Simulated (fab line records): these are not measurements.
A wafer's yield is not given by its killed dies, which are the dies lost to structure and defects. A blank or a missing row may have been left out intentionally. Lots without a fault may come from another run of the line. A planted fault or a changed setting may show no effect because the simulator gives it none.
Split-lot experiment || flow n5-finfet || 21 wafers read from 7 lots, route of 1938 steps

== THE SPLIT ITSELF ==
At N5_GATE_CUT_DESCUM_18 (chemistry O2, time 7 s), the setting time-s was moved away from the recipe's 7 s on 7 of the 21 wafers read, by -18.1% to +17.0%. This setting was run at the recipe's value on the other wafers.

The file shows no step between the split and the reading.

== THE READING ==
CAR-EUV_of_GATE_CUT_COAT_07.thk-nm (the simulator's own value, which no gauge read), in nm, at N5_GATE_CUT_ETCH_36 (etches SiARC in CF4, target depth 13 nm, time 21.7 s). There is no usual value for it anywhere in the file. The 14 wafers here that ran the recipe average 6.9 nm, standard deviation 0.099 nm.

{"wafer": "L075.1", "tool, chamber at the split": "rie-diel-03, 3,2", "time-s as run, s": 7, "against the recipe": "recipe", "CAR-EUV_of_GATE_CUT_COAT_07.thk-nm, nm": 7, "against lot-mates on the recipe": "-"}
{"wafer": "L075.4", "tool, chamber at the split": "rie-diel-03, 2", "time-s as run, s": 7, "against the recipe": "recipe", "CAR-EUV_of_GATE_CUT_COAT_07.thk-nm, nm": 7, "against lot-mates on the recipe": "-"}
{"wafer": "L075.6", "tool, chamber at the split": "rie-diel-03, 3,2", "time-s as run, s": 7, "against the recipe": "recipe", "CAR-EUV_of_GATE_CUT_COAT_07.thk-nm, nm": 7, "against lot-mates on the recipe": "-"}
{"wafer": "L076.1", "tool, chamber at the split": "rie-diel-05, 3", "time-s as run, s": 7, "against the recipe": "recipe", "CAR-EUV_of_GATE_CUT_COAT_07.thk-nm, nm": 6.8, "against lot-mates on the recipe": "-"}
{"wafer": "L076.4", "tool, chamber at the split": "rie-diel-05, 2", "time-s as run, s": 7, "against the recipe": "recipe", "CAR-EUV_of_GATE_CUT_COAT_07.thk-nm, nm": 7, "against lot-mates on the recipe": "-"}
{"wafer": "L076.6", "tool, chamber at the split": "rie-diel-05, 1", "time-s as run, s": 5.734, "against the recipe": "-18.1%", "CAR-EUV_of_GATE_CUT_COAT_07.thk-nm, nm": 7.6, "against lot-mates on the recipe": "+0.7"}
{"wafer": "L077.2", "tool, chamber at the split": "rie-diel-04, 3", "time-s as run, s": 6.183, "against the recipe": "-11.7%", "CAR-EUV_of_GATE_CUT_COAT_07.thk-nm, nm": 7.2, "against lot-mates on the recipe": "+0.4"}
{"wafer": "L077.3", "tool, chamber at the split": "rie-diel-04, 2,1", "time-s as run, s": 7, "against the recipe": "recipe", "CAR-EUV_of_GATE_CUT_COAT_07.thk-nm, nm": 6.8, "against lot-mates on the recipe": "-"}
{"wafer": "L077.4", "tool, chamber at the split": "rie-diel-04, 2,1", "time-s as run, s": 7, "against the recipe": "recipe", "CAR-EUV_of_GATE_CUT_COAT_07.thk-nm, nm": 6.8, "against lot-mates on the recipe": "-"}
{"wafer": "L078.1", "tool, chamber at the split": "rie-diel-03, 1", "time-s as run, s": 8.187, "against the recipe": "+17.0%", "CAR-EUV_of_GATE_CUT_COAT_07.thk-nm, nm": 6.2, "against lot-mates on the recipe": -0.6}
{"wafer": "L078.4", "tool, chamber at the split": "rie-diel-03, 0,3", "time-s as run, s": 7, "against the recipe": "recipe", "CAR-EUV_of_GATE_CUT_COAT_07.thk-nm, nm": 6.8, "against lot-mates on the recipe": "-"}
{"wafer": "L078.6", "tool, chamber at the split": "rie-diel-03, 0,3", "time-s as run, s": 7, "against the recipe": "recipe", "CAR-EUV_of_GATE_CUT_COAT_07.thk-nm, nm": 6.8, "against lot-mates on the recipe": "-"}
{"wafer": "L079.1", "tool, chamber at the split": "rie-diel-04, 1,3", "time-s as run, s": 7, "against the recipe": "recipe", "CAR-EUV_of_GATE_CUT_COAT_07.thk-nm, nm": 7, "against lot-mates on the recipe": "-"}
{"wafer": "L079.3", "tool, chamber at the split": "rie-diel-04, 2", "time-s as run, s": 7, "against the recipe": "recipe", "CAR-EUV_of_GATE_CUT_COAT_07.thk-nm, nm": 6.8, "against lot-mates on the recipe": "-"}
{"wafer": "L079.4", "tool, chamber at the split": "rie-diel-04, 1,3", "time-s as run, s": 7, "against the recipe": "recipe", "CAR-EUV_of_GATE_CUT_COAT_07.thk-nm, nm": 6.8, "against lot-mates on the recipe": "-"}
{"wafer": "L080.1", "tool, chamber at the split": "rie-diel-05, 3", "time-s as run, s": 7.583, "against the recipe": "+8.3%", "CAR-EUV_of_GATE_CUT_COAT_07.thk-nm, nm": 6.6, "against lot-mates on the recipe": -0.4}
{"wafer": "L080.4", "tool, chamber at the split": "rie-diel-05, 1", "time-s as run, s": 7, "against the recipe": "recipe", "CAR-EUV_of_GATE_CUT_COAT_07.thk-nm, nm": 7, "against lot-mates on the recipe": "-"}
{"wafer": "L080.6", "tool, chamber at the split": "rie-diel-05, 3", "time-s as run, s": 7.583, "against the recipe": "+8.3%", "CAR-EUV_of_GATE_CUT_COAT_07.thk-nm, nm": 6.6, "against lot-mates on the recipe": -0.4}
{"wafer": "L094.4", "tool, chamber at the split": "rie-diel-03, 3", "time-s as run, s": 7.504, "against the recipe": "+7.2%", "CAR-EUV_of_GATE_CUT_COAT_07.thk-nm, nm": 6.6, "against lot-mates on the recipe": -0.2}
{"wafer": "L094.5", "tool, chamber at the split": "rie-diel-03, 1", "time-s as run, s": 7, "against the recipe": "recipe", "CAR-EUV_of_GATE_CUT_COAT_07.thk-nm, nm": 6.8, "against lot-mates on the recipe": "-"}
{"wafer": "L094.6", "tool, chamber at the split": "rie-diel-03, 2", "time-s as run, s": 7.504, "against the recipe": "+7.2%", "CAR-EUV_of_GATE_CUT_COAT_07.thk-nm, nm": 6.8, "against lot-mates on the recipe": "+0.0"}
When a row names more than one chamber, that row covers several wafers, and the file does not tell which wafer ran in which chamber.

FIT RESULTS
A straight line over all 21 wafers: CAR-EUV_of_GATE_CUT_COAT_07.thk-nm changes by -0.0359 nm for each +1% of time-s; r = -0.93; the points scatter about the line by 0.1 nm.
The same after taking each lot's own level away (the mean of its wafers on the recipe; 21 wafers): -0.036 nm for each +1%; r = -0.95; scatter 0.086 nm.
That fit puts the effect of the largest move of time-s on the reading at 0.65 nm.
Measured against the standard deviation above, the lots' own levels, which go from 6.80 to 7.00 nm, span 2.0 times it.
Hence the lot-to-lot level has little effect on the slope; both slopes agree.
Check: with one of the wafers moved furthest among these (-18.1%) left out of the fit, the line predicts +0.629 nm for it against its lot-mates. It came out at +0.7 nm against them.

== OTHER SPLITS APPLIED TO THESE WAFERS ==
Other splits were also applied to these wafers ahead of the reading. Each is held against what the fit with the lots' levels taken away leaves over:
{"other split on the same wafers": "N5_HKMG_FIN_ETCH_31 bias-w", "wafers away from the commonest value": 3, "r with CAR-EUV_of_GATE_CUT_COAT_07.thk-nm (lot level and that fit taken away)": -0.30}

== THE WHOLE CHAIN: every reading that the file lists as answering this split, in the file's order ==
{"step": "N5_GATE_CUT_DESCUM_18", "what it does": "chemistry O2, time 7 s", "reading": "CAR-EUV_of_GATE_CUT_COAT_07.thk-nm (the simulator's own value, which no gauge read)", "change (the file's fit)": "-0.0378 nm for each +1% of the setting", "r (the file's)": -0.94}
{"step": "N5_GATE_CUT_ETCH_36", "what it does": "etches SiARC in CF4, target depth 13 nm, time 21.7 s", "reading": "CAR-EUV_of_GATE_CUT_COAT_07.thk-nm (the simulator's own value, which no gauge read)", "change (the file's fit)": "-0.0362 nm for each +1% of the setting", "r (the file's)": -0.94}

== THE FILE'S OWN FIT ==
CAR-EUV_of_GATE_CUT_COAT_07.thk-nm changes by -0.0362 nm for each +1% of time-s, r = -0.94.
